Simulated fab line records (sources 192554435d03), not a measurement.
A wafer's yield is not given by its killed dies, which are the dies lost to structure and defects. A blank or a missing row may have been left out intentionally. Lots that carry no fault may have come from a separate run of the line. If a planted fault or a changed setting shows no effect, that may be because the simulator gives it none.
Chamber matching	flow n5_finfet	4 sister chambers for N5_ZERO_LAYER_ETCH_17 on rie_diel-02
The step etches SiO2 in CF4, target depth 12 nm, time 13.3 s. 14 wafers are shown with their chamber, then 7 later ones without.

## WAFERS PAIRED WITH THEIR CHAMBERS
wafer	chamber	showerhead_plenum_p_Torr (Torr)	drypump_motor_current_A (A)	oes_product_au (a.u.)
L488.2	3	2.05	5.7	0.72
L488.3	0	2.19	5.6	0.84
L488.5	3	2.05	5.7	0.70
L489.1	2	2.24	5.7	0.80
L489.2	3	2.05	5.7	0.70
L489.4	2	2.24	5.7	0.81
L495.2	0	2.19	5.5	0.82
L495.5	1	2.19	6.0	0.94
L495.6	2	2.24	5.7	0.79
L497.2	0	2.19	5.5	0.82
L497.4	1	2.18	6.0	0.93
L497.6	3	2.05	5.7	0.70
L502.1	2	2.23	5.7	0.78
L502.5	2	2.23	5.7	0.77

SIGNATURES (means of the wafers above)
reading	chamber 0	chamber 1	chamber 2	chamber 3	scatter within a chamber
showerhead_plenum_p_Torr	2.1900	2.1850	2.2360	2.0500	0.00412
drypump_motor_current_A	5.533	6.000	5.700	5.700	0.0258
oes_product_au	0.8267	0.9350	0.7900	0.7050	0.0127
Rule: a wafer lies at a distance from a chamber equal to the root of the sum of squares, over the readings, of (its reading less the chamber's mean, divided by the reading's scatter). The wafer belongs to the nearest chamber; if the next one is less than 2 further off, it can't be placed. The scatter: the root of (the sum of the squares of (reading less its chamber's mean) over the shown wafers, divided by (wafers less chambers)).

## WAFERS MISSING THEIR CHAMBER
wafer	showerhead_plenum_p_Torr (Torr)	drypump_motor_current_A (A)	oes_product_au (a.u.)
L502.6	2.04	5.8	0.69
L503.1	2.23	5.7	0.76
L503.2	2.18	5.5	0.80
L503.4	2.04	5.7	0.69
L504.2	2.23	5.7	0.76
L504.4	2.18	5.5	0.80
L504.5	2.18	6.0	0.90

## EACH ONE'S CHAMBER
wafer	from the rows above	in truth
L502.6	3	3
L503.1	2	2
L503.2	0	0
L503.4	3	3
L504.2	2	2
L504.4	0	0
L504.5	1	1
Correctly placed: 7 of 7. Can't be placed from these rows: 0. 0 placed wrongly.
